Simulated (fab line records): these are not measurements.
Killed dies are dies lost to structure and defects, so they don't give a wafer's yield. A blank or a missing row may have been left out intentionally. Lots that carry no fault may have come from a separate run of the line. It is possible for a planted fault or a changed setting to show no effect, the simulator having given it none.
Which tool was responsible? -- flow n5Finfet -- 12 lots, 36 wafers sampled, at 4 steps of a route of 1938

WHAT THE GAUGES SHOWED, per wafer
N5_BEOL_M1_RS_MEAS_58: measures by four-point-probe.
lot,measured,on,M1_RS (ohm/sq)
L075,day 7 04:42,filmMetro-02,0.67 0.67 0.64
L077,day 7 09:02,filmMetro-02,0.65 0.58 0.60
L079,day 7 20:08,filmMetro-02,0.73 0.63 0.66
L081,day 8 05:48,filmMetro-01,0.66 0.73 0.60
L084,day 8 20:08,filmMetro-01,0.71 0.64 0.66
L085,day 9 02:02,filmMetro-01,0.69 0.65 0.64
L087,day 9 16:33,filmMetro-01,0.63 0.64 0.65
L089,day 10 06:25,filmMetro-01,0.68 0.67 0.66
L091,day 11 04:17,filmMetro-02,0.68 0.66 0.60
L092,day 11 09:01,filmMetro-02,0.68 0.69 0.68
L095,day 12 08:44,filmMetro-01,0.69 0.66 0.67
L097,day 12 17:02,filmMetro-02,0.66 0.64 0.69

WHAT TOOL EACH LOT RAN ON (gives the tool, then ch and the chambers of the sampled wafers, and finally the start)
lot,N5_BEOL_M1_SPUTTER_79,N5_BEOL_M1_ANNEAL_87,N5_BEOL_M1_SPUTTER_88
L075,"pvdSputter-01, day 7 01:56","pvdSputter-01, day 7 02:28","pvdSputter-01, day 7 02:36"
L077,"pvdSputter-01, day 7 06:26","pvdSputter-01, day 7 06:57","pvdSputter-01, day 7 07:05"
L079,"pvdSputter-03, day 7 17:33","pvdSputter-03, day 7 18:04","pvdSputter-03, day 7 18:13"
L081,"pvdSputter-01, day 8 03:12","pvdSputter-01, day 8 03:43","pvdSputter-01, day 8 03:52"
L084,"pvdSputter-03, day 8 17:33","pvdSputter-03, day 8 18:04","pvdSputter-03, day 8 18:13"
L085,"pvdSputter-01, day 8 23:26","pvdSputter-01, day 8 23:58","pvdSputter-01, day 9 00:06"
L087,"pvdSputter-01, day 9 13:57","pvdSputter-01, day 9 14:28","pvdSputter-01, day 9 14:37"
L089,"pvdSputter-01, day 10 03:49","pvdSputter-01, day 10 04:20","pvdSputter-01, day 10 04:29"
L091,"pvdSputter-02, day 11 01:33","pvdSputter-02, day 11 02:04","pvdSputter-02, day 11 02:13"
L092,"pvdSputter-02, day 11 06:22","pvdSputter-02, day 11 06:53","pvdSputter-02, day 11 07:02"
L095,"pvdSputter-01, day 12 06:08","pvdSputter-01, day 12 06:40","pvdSputter-01, day 12 06:48"
L097,"pvdSputter-02, day 12 14:26","pvdSputter-02, day 12 14:58","pvdSputter-02, day 12 15:06"
- N5_BEOL_M1_SPUTTER_79: material Cu, target thk 4.5 nm, time 8.29 s.
- N5_BEOL_M1_ANNEAL_87: time 240 s.
- N5_BEOL_M1_SPUTTER_88: material Cu, target thk 4.5 nm, time 8.29 s.

THE ANSWER, worked out from the rows above alone
Rule: the usual values come from the lots themselves. Put in order of their means at a reading, lots are off if they are a third of the lots or fewer, leave a main group of 4 or more, and stand apart from it by a gap of 3 or more times the standard deviation of the main group's means; of several such gaps the widest counts. A main group is skipped when, at the precision printed for the reading in the tables above, its means are all equal. A lot without any number at a reading at which 4 lots or more have one is off too. The other lots that the step has rows for count as sound.
No lot is off on any of the readings shown, so nothing can be concluded from this.

WHAT THE SIMULATOR HAD PUT IN
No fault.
